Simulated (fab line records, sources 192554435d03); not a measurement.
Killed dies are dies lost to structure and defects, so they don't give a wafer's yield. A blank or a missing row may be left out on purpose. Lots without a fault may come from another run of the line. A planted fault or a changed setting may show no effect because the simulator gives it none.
A struck lot beside a sound one | flow n5_finfet | 38 steps out of a route of 1938
Sound: wafers L478.2, L478.5, L478.6. Struck: wafer L487.3. (L487.1, L487.6 of the same lot were not struck and are left out.) The cause comes at the end.
At each step with rows: each side's tool, then ch and its chambers, then its first start. Under that, the readings that differ: sound wafers | struck wafers | difference of the means | sigmas: that difference in standard deviations of wafers without a fault.
alike: readings whose means differ by less than 2 such deviations, and words and numbers that are the same on both sides. not compared: withheld readings, readings that some wafer has no value for, bounds like >300 that may hide the same value, and numbers for which the record gives no deviation and whose values overlap.
The two part at a step that has a row with sigmas, a row that says differs or no value, or rows on one side only. Numbers that don't overlap but have no deviation are shown without sigmas and don't part them. A reading that every wafer of one side lacks parts them only if that side has two wafers or more.

first, 11 steps without rows for these wafers: N5_BEOL_M12_ETCH_38 (etches SiCN in CF4/N2, target depth 68.7 nm, time 73.4 s); N5_BEOL_M12_PRECLEAN_39 (cleans in residue remover, time 60 s); N5_BEOL_M12_SRD_40 (time 30 s, dry time 30 s); N5_BEOL_M12_DEGAS_41 (time 60 s); N5_BEOL_M12_PRE_CLEAN_42 (time 30 s); N5_BEOL_M12_SPUTTER_43 (material TaN, target thk 15 nm, time 24.19 s); N5_BEOL_M12_SPUTTER_44 (material Ta, target thk 10 nm, time 16.13 s); N5_BEOL_M12_SPUTTER_45 (material Cu, target thk 80 nm, time 13.33 s); N5_BEOL_M12_ECD_47 (material Cu, target thk 720 nm); N5_BEOL_M12_ANNEAL_48 (time 90 s); N5_BEOL_M12_CMP_49 (polishes, stops on SiOC, t overpolish 20.6 s, target thk 320 nm).
N5_BEOL_M12_PRE_CLEAN_52: time 15 s.
  sound on pecvd-03 ch 0,2, day 13 06:44; struck on pecvd-03 ch 0,1,2, day 14 05:47
then, 1 step without rows for these wafers: N5_BEOL_M12_DEP_53 (deposits SiCN from 3MS/NH3, target thk 30 nm, time 10.5 s).
N5_BEOL_M12_INSPECT_55: inspects for defects (darkfield).
  sound on defect_inspect-01, day 13 06:50; struck on defect_inspect-01, day 14 05:54
  reading          | sound    | struck | difference | sigmas
  raw_defect_count | 42 68 82 | 297    | +233       | +11
then, 9 steps without rows for these wafers: N5_BEOL_M13_ILD_DEP_00 (deposits SiOC from DEMS/O2, target thk 837.92 nm, time 166.4 s); N5_BEOL_M13_COAT_58 (time 60 s, resist thk 89 nm); N5_BEOL_M13_COAT_04 (resist thk 400 nm); N5_BEOL_M13_EBR_06; N5_BEOL_M13_SOFTBAKE_05 (time 60 s); N5_BEOL_M13_EXPOSE_07 (exposes mask V12); N5_BEOL_M13_PEB_08 (peb time 90 s); N5_BEOL_M13_DEVELOP_09 (develop time 45 s); N5_BEOL_M13_HARDBAKE_14 (time 120 s).
N5_BEOL_M13_INSPECT_12: inspects for defects (macro).
  sound on defect_inspect-01, day 13 07:23; struck on defect_inspect-01, day 14 06:34
  reading          | sound | struck | difference | sigmas
  raw_defect_count | 3 0 5 | 254    | +251       | +99 or more
then, 12 steps without rows for these wafers: N5_BEOL_M13_DESCUM_15 (chemistry O2, time 7.9 s); N5_BEOL_M13_ETCH_59 (etches BARC in N2/H2, target depth 89 nm, overetch 26.7 nm, time 67.9 s); N5_BEOL_M13_VIA_ETCH_16 (etches SiOC in C4F8/O2/Ar, target depth 921.7 nm); N5_BEOL_M13_STRIP_63 (strips in N2/H2); N5_BEOL_M13_STRIP_64 (strips in N2/H2); N5_BEOL_M13_STRIP_71 (strips in post etch residue remover, time 60 s); N5_BEOL_M13_SRD_72 (time 30 s, dry time 30 s); N5_BEOL_M13_COAT_65 (time 60 s, resist thk 350 nm); N5_BEOL_M13_COAT_66 (time 60 s, resist thk 110 nm); N5_BEOL_M13_COAT_22 (resist thk 300 nm); N5_BEOL_M13_EBR_24; N5_BEOL_M13_SOFTBAKE_23 (time 60 s).
N5_BEOL_M13_INSPECT_30: inspects for defects (macro).
  sound on defect_inspect-02, day 13 08:20; struck on defect_inspect-02, day 14 07:31
  reading          | sound | struck | difference | sigmas
  raw_defect_count | 3 4 2 | 246    | +243       | +99 or more
N5_PASSIVATION_PROBE_49:
  the record has rows for the struck wafers here (prober-01, day 15 22:40) and none for the sound ones

WHERE THEY PART
First at N5_BEOL_M12_INSPECT_55; last, within this record, at N5_PASSIVATION_PROBE_49.

WHY: what the simulator had put in
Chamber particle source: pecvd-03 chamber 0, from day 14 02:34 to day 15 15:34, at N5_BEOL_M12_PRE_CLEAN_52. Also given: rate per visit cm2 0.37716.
